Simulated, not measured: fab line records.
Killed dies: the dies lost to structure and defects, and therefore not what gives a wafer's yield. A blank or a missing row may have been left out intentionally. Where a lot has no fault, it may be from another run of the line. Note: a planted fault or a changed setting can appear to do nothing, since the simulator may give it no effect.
Which tool was responsible? -- flow nand-harc -- 24 lots, 72 wafers sampled, at 6 steps of a route of 1302

WHAT EACH GAUGE READ, for each wafer
The record lacks any reading of a measuring or inspecting step that a usual standard deviation could be used to judge.

TOOL THAT RAN EACH LOT (tool first, then ch and the chambers of the sampled wafers, then the start)
lot,NHARC_A_CHANNEL_HOLE_D2_ETCH_27,NHARC_A_CHANNEL_FILL_D2_ALD_02,NHARC_A_CHANNEL_FILL_D2_CMP_10,NHARC_A_STAIRCASE_ETCH_169,NHARC_A_STAIRCASE_STRIP_171,NHARC_A_STAIRCASE_TRIM_12
L074,"har-etch-02 ch 0,1, day 13 16:25","ald-hk-03 ch 0,1, day 13 18:33","cmp-02 ch 1,3, day 15 20:00","rie-diel-13 ch 2,3, day 15 21:38","plasma-asher-01 ch 0,1, day 15 21:54","rie-diel-09 ch 0,3, day 15 23:28"
L075,"har-etch-01 ch 0,1, day 14 10:13","ald-hk-02 ch 1,2,3, day 14 12:17","cmp-01 ch 1,2,3, day 16 11:10","rie-diel-09 ch 0,1, day 16 12:46","plasma-asher-01 ch 0,1, day 16 13:01","rie-diel-04 ch 1,2, day 16 14:37"
L077,"har-etch-02 ch 0,1, day 14 13:36","ald-hk-01 ch 0,2,3, day 14 15:35","cmp-02 ch 1,2,3, day 16 15:06","rie-diel-04 ch 0,1,2, day 16 17:17","plasma-asher-01 ch 0,1, day 16 17:31","rie-diel-04 ch 0,1,3, day 16 19:09"
L076,"har-etch-01 ch 0,1, day 14 14:25","ald-hk-01 ch 0,1, day 14 16:18","cmp-03 ch 2,3, day 16 15:06","rie-diel-13 ch 0,1,3, day 16 17:08","plasma-asher-02 ch 0,1, day 16 17:21","rie-diel-04 ch 1,2,3, day 16 18:58"
L079,"har-etch-02 ch 0,1, day 15 15:13","ald-hk-01 ch 1,2,3, day 15 17:16","cmp-01 ch 0,1,3, day 17 21:04","rie-diel-13 ch 0,3, day 17 22:46","plasma-asher-01 ch 0,1, day 17 23:04","rie-diel-13 ch 0,2,3, day 18 00:37"
L078,"har-etch-01 ch 0,1, day 15 15:41","ald-hk-01 ch 0,2,3, day 15 17:41","cmp-02 ch 0,1,2, day 17 16:34","rie-diel-09 ch 1,2, day 17 18:16","plasma-asher-01 ch 0, day 17 18:30","rie-diel-04 ch 0,1, day 17 20:07"
L080,"har-etch-01 ch 0,1, day 16 00:01","ald-hk-02 ch 2,3, day 16 01:58","cmp-01 ch 1,2, day 18 05:18","rie-diel-13 ch 0,1,3, day 18 07:02","plasma-asher-01 ch 0,1, day 18 07:18","rie-diel-13 ch 1,2,3, day 18 08:58"
L081,"har-etch-02 ch 0,1, day 16 09:44","ald-hk-02 ch 2,3, day 16 11:40","cmp-03 ch 0,1,2, day 18 12:57","rie-diel-04 ch 0,2,3, day 18 14:41","plasma-asher-02 ch 1, day 18 14:55","rie-diel-09 ch 0,1, day 18 16:34"
L083,"har-etch-02 ch 0,1, day 16 16:38","ald-hk-01 ch 0,1,2, day 16 18:38","cmp-03 ch 0,2,3, day 18 20:32","rie-diel-13 ch 0,1,3, day 18 22:18","plasma-asher-01 ch 0,1, day 18 22:32","rie-diel-13 ch 1,2,3, day 19 00:08"
L082,"har-etch-01 ch 0,1, day 16 22:35","ald-hk-02 ch 0,1,3, day 17 00:48","cmp-01 ch 1,2,3, day 19 01:44","rie-diel-09 ch 1,2,3, day 19 03:40","plasma-asher-02 ch 0,1, day 19 04:04","rie-diel-04 ch 1,2, day 19 05:32"
L084,"har-etch-01 ch 0,1, day 17 06:58","ald-hk-02 ch 1,2, day 17 09:08","cmp-02 ch 0,2,3, day 19 12:01","rie-diel-04 ch 1,2, day 19 13:41","plasma-asher-01 ch 0,1, day 19 14:08","rie-diel-04 ch 1,2,3, day 19 15:30"
L086,"har-etch-02 ch 0,1, day 18 04:06","ald-hk-02 ch 0,3, day 18 05:59","cmp-02 ch 2,3, day 20 07:35","rie-diel-04 ch 0,3, day 20 09:11","plasma-asher-01 ch 0,1, day 20 09:25","rie-diel-04 ch 0,1, day 20 11:08"
L085,"har-etch-02 ch 0,1, day 18 08:12","ald-hk-01 ch 0,1,3, day 18 10:20","cmp-01 ch 1,2, day 20 07:34","rie-diel-09 ch 1,2, day 20 09:23","plasma-asher-02 ch 0,1, day 20 09:36","rie-diel-13 ch 0,3, day 20 11:19"
L087,"har-etch-01 ch 0, day 18 12:17","ald-hk-01 ch 0,2, day 18 14:18","cmp-02 ch 0,2,3, day 20 16:53","rie-diel-13 ch 0,1,2, day 20 18:32","plasma-asher-02 ch 0,1, day 20 18:49","rie-diel-13 ch 0,1,2, day 20 20:26"
L088,"har-etch-01 ch 0,1, day 19 09:09","ald-hk-02 ch 0,1,2, day 19 11:13","cmp-01 ch 0,3, day 21 10:42","rie-diel-13 ch 0,2,3, day 21 12:37","plasma-asher-01 ch 0,1, day 21 12:58","rie-diel-04 ch 0,1, day 21 14:28"
L089,"har-etch-02 ch 0,1, day 19 10:16","ald-hk-03 ch 1,2,3, day 19 12:16","cmp-02 ch 0,1, day 21 10:42","rie-diel-09 ch 1,2,3, day 21 12:19","plasma-asher-01 ch 0,1, day 21 12:40","rie-diel-09 ch 2,3, day 21 14:09"
L091,"har-etch-01 ch 0,1, day 20 07:14","ald-hk-03 ch 0,1,3, day 20 09:13","cmp-02 ch 0,1,2, day 22 09:17","rie-diel-04 ch 1,2, day 22 14:10","plasma-asher-02 ch 0,1, day 22 14:32","rie-diel-09 ch 2,3, day 22 16:05"
L090,"har-etch-02 ch 0,1, day 20 08:29","ald-hk-03 ch 0,1,2, day 20 10:23","cmp-03 ch 0,1,2, day 22 09:12","rie-diel-04 ch 0,1,3, day 22 11:17","plasma-asher-01 ch 0,1, day 22 14:23","rie-diel-04 ch 0,2,3, day 22 15:56"
L092,"har-etch-01 ch 0,1, day 20 22:04","ald-hk-02 ch 0,1, day 21 03:02","cmp-01 ch 1,2, day 23 02:28","rie-diel-13 ch 0,1,2, day 23 04:14","plasma-asher-01 ch 0,1, day 23 04:35","rie-diel-09 ch 1,2, day 23 06:08"
L093,"har-etch-02 ch 0, day 21 10:37","ald-hk-03 ch 0,3, day 21 12:32","cmp-03 ch 0,2, day 23 14:32","rie-diel-04 ch 0,3, day 23 16:20","plasma-asher-02 ch 0,1, day 23 16:36","rie-diel-04 ch 0,1,3, day 23 18:11"
L094,"har-etch-02 ch 0,1, day 21 17:59","ald-hk-01 ch 1,2, day 21 20:58","cmp-01 ch 0,1, day 23 22:43","rie-diel-09 ch 0,1,3, day 24 00:22","plasma-asher-02 ch 0,1, day 24 00:34","rie-diel-13 ch 0,2,3, day 24 02:09"
L095,"har-etch-01 ch 0,1, day 22 03:08","ald-hk-01 ch 2,3, day 22 05:04","cmp-01 ch 1,2,3, day 24 06:19","rie-diel-04 ch 0,1, day 24 07:57","plasma-asher-01 ch 0,1, day 24 08:11","rie-diel-04 ch 1,3, day 24 09:40"
L096,"har-etch-02 ch 0,1, day 22 17:23","ald-hk-02 ch 1,2,3, day 22 19:28","cmp-02 ch 1,2,3, day 24 22:17","rie-diel-04 ch 1,2,3, day 24 23:53","plasma-asher-01 ch 0,1, day 25 00:07","rie-diel-09 ch 1,2,3, day 25 01:44"
L097,"har-etch-01 ch 1, day 23 08:30","ald-hk-03 ch 0,1, day 23 10:41","cmp-02 ch 0,1,3, day 25 09:16","rie-diel-09 ch 0,2, day 25 11:02","plasma-asher-01 ch 0,1, day 25 11:19","rie-diel-13 ch 0,1,2, day 25 12:49"
- NHARC_A_CHANNEL_HOLE_D2_ETCH_27: etches the open film in C4F8/O2/Ar, time 90 s, target depth 400 nm.
- NHARC_A_CHANNEL_FILL_D2_ALD_02: deposits SiO2, target thk 6 nm, pulse time 10 s, ald cycles 60.
- NHARC_A_CHANNEL_FILL_D2_CMP_10: polishes, target thk 150 nm.
- NHARC_A_STAIRCASE_ETCH_169: etches the open film in CH3F/O2, target depth 50 nm, time 107.1 s.
- NHARC_A_STAIRCASE_STRIP_171: strips in O2.
- NHARC_A_STAIRCASE_TRIM_12: chemistry O2, time 211.2 s.

AS READ BY THE TOOLS THEMSELVES (means over the sampled wafers that have a number; for cases with no such wafer, the mark the record gives instead)
NHARC_A_CHANNEL_HOLE_D2_ETCH_27. Usual: drypump-motor-current-A 5.3 A, standard deviation 0.44; showerhead-plenum-p-Torr 3.72 Torr, standard deviation 0.16; throttle-valve-pct 27.619 %, standard deviation 0.0086.
lot,tool,drypump-motor-current-A (A),showerhead-plenum-p-Torr (Torr),throttle-valve-pct (%),flag
L074,har-etch-02,5.2,3.57,27.614,
L075,har-etch-01,5.4,3.69,27.618,
L077,har-etch-02,5.1,3.59,27.629,
L076,har-etch-01,5.4,3.69,27.622,
L079,har-etch-02,5.2,3.56,27.614,
L078,har-etch-01,5.8,3.65,27.622,
L080,har-etch-01,5.7,3.64,27.613,
L081,har-etch-02,5.2,3.55,27.615,
L083,har-etch-02,5.0,3.58,27.616,
L082,har-etch-01,5.4,3.67,27.613,
L084,har-etch-01,5.7,3.63,27.623,
L086,har-etch-02,5.1,3.97,27.622,
L085,har-etch-02,5.0,3.97,27.617,
L087,har-etch-01,6.0,3.58,27.617,
L088,har-etch-01,5.4,3.65,27.630,
L089,har-etch-02,5.0,3.97,27.620,
L091,har-etch-01,5.4,3.64,27.624,
L090,har-etch-02,5.2,3.96,27.615,
L092,har-etch-01,5.7,3.60,27.620,
L093,har-etch-02,4.9,3.95,27.620,
L094,har-etch-02,5.2,3.94,27.622,
L095,har-etch-01,5.7,3.59,27.617,
L096,har-etch-02,5.2,3.94,27.619,
L097,har-etch-01,5.1,3.66,27.621,

NHARC_A_CHANNEL_FILL_D2_ALD_02. Usual: heater-power-w 446 W, standard deviation 37; precursor-pulse-height-rel 1.002, standard deviation 0.021.
lot,tool,heater-power-w (W),precursor-pulse-height-rel,flag
L074,ald-hk-03,434,1.022,
L075,ald-hk-02,471,1.020,
L077,ald-hk-01,406,1.009,
L076,ald-hk-01,452,1.006,
L079,ald-hk-01,429,1.011,
L078,ald-hk-01,407,1.001,
L080,ald-hk-02,478,1.005,
L081,ald-hk-02,478,1.028,
L083,ald-hk-01,432,0.997,
L082,ald-hk-02,448,1.009,
L084,ald-hk-02,474,0.991,
L086,ald-hk-02,463,0.992,
L085,ald-hk-01,424,0.987,
L087,ald-hk-01,418,0.988,
L088,ald-hk-02,461,1.002,
L089,ald-hk-03,430,0.989,
L091,ald-hk-03,448,0.998,
L090,ald-hk-03,450,1.012,
L092,ald-hk-02,444,1.019,
L093,ald-hk-03,470,1.013,
L094,ald-hk-01,475,0.997,
L095,ald-hk-01,417,0.992,
L096,ald-hk-02,467,0.992,
L097,ald-hk-03,423,1.005,

NHARC_A_CHANNEL_FILL_D2_CMP_10. Usual: motor-current-A 11.9 A, standard deviation 1.2; retaining-ring-pressure-frac 1.001, standard deviation 0.005; time-to-endpoint-s 14.6 s, standard deviation 2.3.
lot,tool,motor-current-A (A),retaining-ring-pressure-frac,time-to-endpoint-s (s),flag
L074,cmp-02,11.9,0.999,12.2,
L075,cmp-01,12.0,1.005,17.5,
L077,cmp-02,11.7,0.999,12.9,
L076,cmp-03,13.2,1.002,16.7,
L079,cmp-01,11.0,0.999,15.4,
L078,cmp-02,12.5,0.998,17.8,
L080,cmp-01,11.4,0.998,14.4,
L081,cmp-03,12.0,0.998,15.7,
L083,cmp-03,12.5,0.999,18.1,
L082,cmp-01,11.5,1.001,16.0,
L084,cmp-02,12.0,0.999,15.9,
L086,cmp-02,10.8,1.002,14.2,
L085,cmp-01,11.3,0.998,14.0,
L087,cmp-02,12.5,1.003,14.6,
L088,cmp-01,11.0,0.999,12.0,
L089,cmp-02,13.2,1.005,11.7,
L091,cmp-02,12.9,1.004,16.3,
L090,cmp-03,11.7,1.006,14.5,
L092,cmp-01,11.5,1.010,11.8,
L093,cmp-03,12.2,1.000,15.6,
L094,cmp-01,11.0,1.001,13.4,
L095,cmp-01,11.9,1.002,10.2,
L096,cmp-02,11.7,0.997,14.8,
L097,cmp-02,12.6,0.999,14.2,

NHARC_A_STAIRCASE_ETCH_169. Usual: drypump-motor-current-A 5.7 A, standard deviation 0.33; oes-product-au 0.958 a.u., standard deviation 0.02; rf-vpp-V 244.3 V, standard deviation 1.8; showerhead-plenum-p-Torr 2.45 Torr, standard deviation 0.12; throttle-valve-pct 20.663 %, standard deviation 0.0091.
lot,tool,drypump-motor-current-A (A),oes-product-au (a.u.),rf-vpp-V (V),showerhead-plenum-p-Torr (Torr),throttle-valve-pct (%),flag
L074,rie-diel-13,5.2,0.976,246.1,2.58,20.656,
L075,rie-diel-09,5.9,0.943,243.8,2.46,20.669,
L077,rie-diel-04,5.6,0.967,245.2,2.45,20.671,
L076,rie-diel-13,5.6,0.939,244.1,2.46,20.664,
L079,rie-diel-13,5.5,0.974,244.5,2.51,20.657,
L078,rie-diel-09,6.1,0.966,245.1,2.48,20.669,
L080,rie-diel-13,5.5,0.969,244.3,2.46,20.654,
L081,rie-diel-04,5.8,0.975,244.1,2.41,20.662,
L083,rie-diel-13,5.5,0.960,243.9,2.46,20.658,
L082,rie-diel-09,5.8,0.942,244.8,2.43,20.658,
L084,rie-diel-04,5.5,0.952,243.5,2.38,20.658,
L086,rie-diel-04,5.9,0.944,244.6,2.51,20.662,
L085,rie-diel-09,6.1,0.951,244.5,2.48,20.668,
L087,rie-diel-13,5.6,0.966,242.9,2.43,20.664,
L088,rie-diel-13,5.3,0.970,244.9,2.53,20.669,
L089,rie-diel-09,5.8,0.960,243.7,2.42,20.669,
L091,rie-diel-04,5.5,0.940,242.0,2.32,20.668,
L090,rie-diel-04,5.8,0.940,244.0,2.44,20.659,
L092,rie-diel-13,5.5,0.974,243.0,2.42,20.655,
L093,rie-diel-04,6.0,0.963,244.4,2.41,20.663,
L094,rie-diel-09,5.8,0.970,245.1,2.45,20.659,
L095,rie-diel-04,5.5,0.959,244.4,2.47,20.660,
L096,rie-diel-04,5.8,0.967,244.3,2.46,20.663,
L097,rie-diel-09,6.1,0.934,245.8,2.58,20.674,

NHARC_A_STAIRCASE_STRIP_171. Usual: drypump-motor-current-A 5.78 A, standard deviation 0.29; heater-power-w 338 W, standard deviation 48.
lot,tool,drypump-motor-current-A (A),heater-power-w (W),flag
L074,plasma-asher-01,5.56,347,
L075,plasma-asher-01,5.76,362,
L077,plasma-asher-01,5.75,365,
L076,plasma-asher-02,6.01,283,
L079,plasma-asher-01,5.76,366,
L078,plasma-asher-01,5.37,330,
L080,plasma-asher-01,5.56,346,
L081,plasma-asher-02,6.06,366,
L083,plasma-asher-01,5.78,361,
L082,plasma-asher-02,6.04,323,
L084,plasma-asher-01,5.60,348,
L086,plasma-asher-01,5.75,359,
L085,plasma-asher-02,6.04,322,
L087,plasma-asher-02,6.01,286,
L088,plasma-asher-01,5.73,359,
L089,plasma-asher-01,5.75,362,
L091,plasma-asher-02,6.02,282,
L090,plasma-asher-01,5.75,355,
L092,plasma-asher-01,5.57,346,
L093,plasma-asher-02,6.02,326,
L094,plasma-asher-02,6.02,282,
L095,plasma-asher-01,5.57,346,
L096,plasma-asher-01,5.76,362,
L097,plasma-asher-01,5.73,367,

NHARC_A_STAIRCASE_TRIM_12. Usual: drypump-motor-current-A 5.7 A, standard deviation 0.33; oes-product-au 1.001 a.u., standard deviation 0.016; rf-vpp-V 57.9 V, standard deviation 0.9; showerhead-plenum-p-Torr 3.53 Torr, standard deviation 0.16; throttle-valve-pct 17.036 %, standard deviation 0.0091.
lot,tool,drypump-motor-current-A (A),oes-product-au (a.u.),rf-vpp-V (V),showerhead-plenum-p-Torr (Torr),throttle-valve-pct (%),flag
L074,rie-diel-09,5.6,0.993,58.3,3.56,17.036,
L075,rie-diel-04,5.5,0.990,57.6,3.37,17.024,
L077,rie-diel-04,5.8,1.012,57.2,3.53,17.039,
L076,rie-diel-04,5.8,0.994,58.5,3.39,17.032,
L079,rie-diel-13,5.3,1.002,57.6,3.64,17.030,
L078,rie-diel-04,5.5,1.002,58.4,3.56,17.035,
L080,rie-diel-13,5.4,1.007,57.9,3.57,17.037,
L081,rie-diel-09,6.0,0.990,58.4,3.64,17.033,
L083,rie-diel-13,5.4,1.002,57.8,3.57,17.042,
L082,rie-diel-04,5.5,0.995,58.0,3.42,17.030,
L084,rie-diel-04,5.7,0.998,58.2,3.38,17.039,
L086,rie-diel-04,5.6,1.015,57.8,3.64,17.038,
L085,rie-diel-13,5.5,1.000,57.8,3.58,17.037,
L087,rie-diel-13,5.6,1.006,58.4,3.49,17.040,
L088,rie-diel-04,5.6,1.015,58.5,3.64,17.040,
L089,rie-diel-09,5.7,0.997,57.8,3.50,17.039,
L091,rie-diel-09,5.9,1.000,58.5,3.55,17.034,
L090,rie-diel-04,5.8,1.006,57.8,3.45,17.035,
L092,rie-diel-09,6.1,0.976,57.6,3.54,17.030,
L093,rie-diel-04,5.8,1.001,56.9,3.50,17.035,
L094,rie-diel-13,5.3,1.011,58.1,3.61,17.046,
L095,rie-diel-04,5.7,1.004,57.7,3.42,17.028,
L096,rie-diel-09,5.8,0.999,58.4,3.47,17.041,
L097,rie-diel-13,5.6,1.009,58.1,3.47,17.037,

THE ANSWER, worked out from the rows above alone
Rule: lot off if the mean of its wafers having a number is beyond 3 standard deviations from the usual mean. A lot without any number at a reading at which 4 lots or more have one is off too. All remaining lots with rows at the step are treated as sound. After the gauges, taken in route order, come the tools' own readings; for these a lot's mean is taken, as printed above. At the first step where some lot is off, the reading lying furthest off is the one used; lots without a number count as furthest.
No lot is off on any of the readings shown, so nothing can be concluded from this.

WHAT THE SIMULATOR HAD PUT IN
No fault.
